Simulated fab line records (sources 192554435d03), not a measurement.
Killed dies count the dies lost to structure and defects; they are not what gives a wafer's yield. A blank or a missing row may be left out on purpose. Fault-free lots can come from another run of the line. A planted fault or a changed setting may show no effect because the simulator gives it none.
Code-filled problem report in 8D (eight disciplines) form :: flow n5Finfet :: the parts of the form that need people (team, actions taken, sign-off) are left out

1. WHAT IS WRONG
biasW at N5_FIN_SAQP_ETCH_64 reads a mean of 269.0 W on 3 wafers of 2 lots; wafers without a fault read 400.1 W with a standard deviation of 1.1. That is -99 or more standard deviations from the usual mean.
The step: etches SiO2 in CF4, target depth 1.5 nm.
Earliest sighting: wafer L267.1 on rieSi-04 at day 4 15:35. At this step, 25 wafers from 9 lots have a number in the record. Rule for "out", or "out of limits": more than 4 standard deviations from the usual mean. The rest of the wafers with a number are treated as sound.

2. WHAT THIS IS AND IS NOT
question: which readings at this step
is: biasW
is not: throttleValvePct

question: which lots
is: L267, L269
is not: L261, L262, L273, L275, L276, L277, L279

question: which wafers of those lots
is: L267.1, L267.5, L269.4
is not: L267.4, L269.3, L269.5

question: read on which tools
is: rieSi-04
is not: rieSi-01, rieSi-06

question: when
is: from day 4 15:35
is not: up to then (6 sound wafers); but 16 sound wafers of L269, L273, L275, L276, L277, L279 came after

3. THE SUSPECTS, EACH WITH WHAT RULES IT OUT
Counting: any tool at a process step up to the reading remains a suspect provided it ran every lot that is out. Sound lots after the first of them don't rule it out here, since some wafers of a struck lot are sound.
- rieSi-04 at N5_FIN_SAQP_ETCH_64 (etches SiO2 in CF4, target depth 1.5 nm): kept. It processed each lot that is out (first: L267, day 4 15:35); up to then, its last sound lot is L262 (day 3 07:54). Its own biasW readings are out on those wafers.
- In rieSi-04 at N5_FIN_SAQP_ETCH_64, the wafers that are out were processed in chamber 1 and their sound lot-mates in chambers 0, 3.
Left after counting: rieSi-04 at N5_FIN_SAQP_ETCH_64.

4. THE CAUSE (what the simulator had put in)
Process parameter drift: rieSi-04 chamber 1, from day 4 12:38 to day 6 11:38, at N5_FIN_SAQP_ETCH_64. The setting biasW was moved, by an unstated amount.
After counting, this tool was the only one left.

5. SEQUENCE OF EFFECTS, ordered by route
One row per reading whose mean, taken over the struck wafers that have a number, lies over 3 standard deviations from the usual. Readings are gone through only where the record gives a usual standard deviation; hours: the median, over the lots, of the time from a lot's start at the first step in this table giving one to that lot's start at this step; sigmas: the change measured in usual standard deviations.
hours: 0
step: N5_FIN_SAQP_ETCH_64
reading: biasW
usual: 400.1 W
on struck wafers: 269.0
change: -131.1
sigmas: -99 or more

hours: 0
step: N5_FIN_SAQP_ETCH_64
reading: oesProductAu
usual: 1.002 a.u.
on struck wafers: 0.922
change: -0.080
sigmas: -3.1
Here are the process steps it includes:
- N5_FIN_SAQP_ETCH_64: etches SiO2 in CF4, target depth 1.5 nm.
Later measuring or inspecting steps at which every struck wafer that the step has a row for has a number for every such reading, and none has moved that far: N5_FIN_SAQP_OCD_MEAS_76, N5_BEOL_M4_RC_MEAS_101.

6. WHAT WOULD HAVE CAUGHT IT SOONER
In this record the first reading out of limits was taken at day 4 15:35, 3 hours after the fault began at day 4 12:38.
